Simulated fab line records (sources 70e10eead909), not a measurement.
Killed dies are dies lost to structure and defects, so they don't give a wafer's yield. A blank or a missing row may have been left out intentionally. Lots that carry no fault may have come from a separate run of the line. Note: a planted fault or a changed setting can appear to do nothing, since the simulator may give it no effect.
Which of the tools did it? -- flow nandHarc -- 36 wafers from 13 lots sampled at 4 of the route's 1302 steps

WHAT THE GAUGES SHOWED, per wafer
NHARC_A_CONTACT_INSPECT_23.
lot,measured,on,rawDefectCount
L692,day 22 21:26,defectInspect-01,614 670 559
L693,day 23 19:46,defectInspect-02,511 569 589
L694,day 24 04:42,defectInspect-02,490 535 565
L697,day 25 01:36,defectInspect-01,359 538 485
L699,day 26 05:28,defectInspect-01,705 476 446
L700,day 27 00:22,defectInspect-02,570 349 509
L702,day 27 17:44,defectInspect-02,425 422
L704,day 28 06:16,defectInspect-01,474 554
L705,day 29 00:08,defectInspect-01,533 497
L711,day 30 20:13,defectInspect-01,418 362 378
L712,day 30 22:13,defectInspect-01,497 501 448
L713,day 31 12:08,defectInspect-01,465 536 402
L714,day 32 20:54,defectInspect-02,489 659 432

NHARC_A_BLC_CD_MEAS_10: the cd target is 100 nm.
lot,measured,on,cdNm (nm)
L692,day 22 21:49,cdSem-01,98.9 99.7 101.3
L693,day 23 20:10,cdSem-03,98.0 98.9 99.9
L694,day 24 05:13,cdSem-01,100.9 99.9 100.4
L697,day 25 02:07,cdSem-01,100.6 99.4 99.5
L699,day 26 05:50,cdSem-02,100.1 100.0 99.1
L700,day 27 00:53,cdSem-03,100.2 101.9 99.9
L702,day 27 18:08,cdSem-01,107.0 107.5
L704,day 28 06:39,cdSem-02,106.5 106.1
L705,day 29 00:38,cdSem-03,105.0 100.3
L711,day 30 20:43,cdSem-03,100.0 98.8 99.5
L712,day 30 22:36,cdSem-03,99.6 100.5 98.8
L713,day 31 12:38,cdSem-02,99.3 99.9 98.9
L714,day 32 21:18,cdSem-03,100.3 99.4 100.6

EACH LOT AND THE TOOL THAT RAN IT (in order: tool; ch and the chambers of the sampled wafers; start)
lot,NHARC_A_CONTACT_ETCH_98,NHARC_A_BLC_PEB_08
L692,"rieDiel-04 ch 0,1,3, day 22 21:26 or earlier","lithoTrack-06 ch 0, day 22 21:44"
L693,"rieDiel-07 ch 0,1,3, day 23 17:15","lithoTrack-06 ch 0, day 23 20:04"
L694,"rieDiel-07 ch 0,1,2, day 24 02:04","lithoTrack-06 ch 0, day 24 05:07"
L697,"rieDiel-07 ch 0,3, day 25 01:36 or earlier","lithoTrack-06 ch 0, day 25 02:02"
L699,"rieDiel-11 ch 0,1, day 26 05:28 or earlier","lithoTrack-04 ch 0, day 26 05:46"
L700,"rieDiel-07 ch 0, day 26 21:26","lithoTrack-04 ch 0, day 27 00:48"
L702,"rieDiel-07 ch 0,2, day 27 17:44 or earlier","lithoTrack-06 ch 0, day 27 18:03"
L704,"rieDiel-04 ch 0, day 28 06:16 or earlier","lithoTrack-06 ch 0, day 28 06:34"
L705,"rieDiel-07 ch 1,3, day 29 00:08 or earlier","lithoTrack-06 ch 0, day 29 00:34"
L711,"rieDiel-11 ch 1,2, day 30 20:13 or earlier","lithoTrack-04 ch 0, day 30 20:38"
L712,"rieDiel-07 ch 0,1,3, day 30 22:13 or earlier","lithoTrack-01 ch 0, day 30 22:31"
L713,"rieDiel-07 ch 0,1,2, day 31 12:08 or earlier","lithoTrack-06 ch 0, day 31 12:34"
L714,"rieDiel-07 ch 0,3, day 32 20:54 or earlier","lithoTrack-01 ch 0, day 32 21:13"
- NHARC_A_CONTACT_ETCH_98: etches the open film in C4F6/O2, target depth 20 nm, time 10 s.
- NHARC_A_BLC_PEB_08: peb time 65 s.

WHAT THE TOOLS THEMSELVES READ (means of the sampled wafers that have a number; where no wafer has one, the mark that the record gives instead)
NHARC_A_CONTACT_ETCH_98.
lot,tool,drypumpMotorCurrentA (A),oesProductAu (a.u.),rfVppV (V),showerheadPlenumPTorr (Torr),throttleValvePct (%)
L692,rieDiel-04,5.6,0.966,548.8,4.01,26.901
L693,rieDiel-07,5.5,0.948,548.1,4.03,26.904
L694,rieDiel-07,5.4,0.947,548.5,3.99,26.898
L697,rieDiel-07,5.6,0.968,548.6,3.99,26.913
L699,rieDiel-11,5.7,0.957,542.5,3.70,26.899
L700,rieDiel-07,4.7,0.968,546.5,3.91,26.905
L702,rieDiel-07,5.1,0.950,546.0,3.90,26.898
L704,rieDiel-04,5.5,0.944,551.3,4.17,26.902
L705,rieDiel-07,5.8,0.948,549.5,4.07,26.899
L711,rieDiel-11,5.9,0.961,542.8,3.73,26.897
L712,rieDiel-07,5.5,0.925,549.1,4.02,26.892
L713,rieDiel-07,5.3,0.959,548.3,3.97,26.909
L714,rieDiel-07,5.5,0.932,548.6,3.97,26.895

THE ANSWER, worked out from the rows above alone
Rule: usual is defined by the lots themselves. Put in order of their means at a reading, lots are off if they are a third of the lots or fewer, leave a main group of 4 or more, and stand apart from it by a gap of 3 or more times the standard deviation of the main group's means; of several such gaps the widest counts. A main group whose means are all the same, to the digits that the tables above print for the reading, isn't used. A lot without any number at a reading at which 4 lots or more have one is off too. The other lots that the step has rows for count as sound. Order of review: gauges by route order, followed by the tools' own readings, for which a lot's mean as printed above is used. At the first step where some lot is off, the reading lying furthest off is the one used; lots without a number count as furthest.
Off, at NHARC_A_BLC_CD_MEAS_10 on cdNm: L702, L704, L705. The main group: mean 99.8 nm, standard deviation 0.48.
A tool fits if, at a process step before that reading, it ran every lot that is off, and no sound lot after the first of them. The gauges at NHARC_A_BLC_CD_MEAS_10 are tried like those tools. NHARC_A_CONTACT_ETCH_98: start missing for some lots; hours and lot order therefore follow NHARC_A_CONTACT_INSPECT_23. Not one of the candidates tried fits.

WHAT THE SIMULATOR HAD PUT IN
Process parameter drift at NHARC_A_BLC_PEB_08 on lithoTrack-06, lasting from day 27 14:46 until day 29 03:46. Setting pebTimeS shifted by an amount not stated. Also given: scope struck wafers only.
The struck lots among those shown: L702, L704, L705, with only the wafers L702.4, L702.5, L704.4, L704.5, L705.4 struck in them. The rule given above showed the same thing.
